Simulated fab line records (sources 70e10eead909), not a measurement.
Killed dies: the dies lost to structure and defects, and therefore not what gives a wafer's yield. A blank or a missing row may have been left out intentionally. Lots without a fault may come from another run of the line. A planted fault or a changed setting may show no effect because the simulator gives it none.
Matching of chambers | flow nand_harc | 4 sister chambers for NHARC_P_STI_DESCUM_14 on rie_diel-11
The step chemistry O2, time 3 s. 4 wafers are shown with their chamber, then 7 later ones without.

## WAFERS WITH THEIR CHAMBER
wafer  | chamber | drypump_motor_current_A (A)
L083.3 | 1       | 5.8
L091.4 | 3       | 6.4
L093.1 | 0       | 6.6
L093.4 | 2       | 5.5

## WAFERS WHOSE CHAMBER IS MISSING
wafer  | drypump_motor_current_A (A)
L093.6 | 6.4
L095.2 | 5.4
L095.5 | 6.7
L095.6 | 5.9
L096.1 | 6.4
L096.3 | 5.4
L096.4 | 5.9

## WHICH CHAMBER EACH WENT THROUGH
wafer  | from the rows above | in truth
L093.6 | 3                   | 3
L095.2 | 2                   | 2
L095.5 | 0                   | 0
L095.6 | 1                   | 1
L096.1 | 3                   | 3
L096.3 | 2                   | 2
L096.4 | 1                   | 1
Correct placement for 7 of the 7. From these rows, 0 cannot be placed. Wrongly placed: 0.
How it was worked out, from the rows above alone: a wafer's distance from a chamber is the root of the sum, over the readings, of the square of ((its reading less the chamber's mean) divided by the reading's scatter). If the next closest chamber is less than 2 further off than the closest, the wafer can't be placed; otherwise it belongs to the closest. The mean given for a chamber averages the wafers shown for that chamber. The scatter (one wafer shown for each chamber): square how far every hidden wafer sits from the nearest shown wafer, average those squares and take the square root.
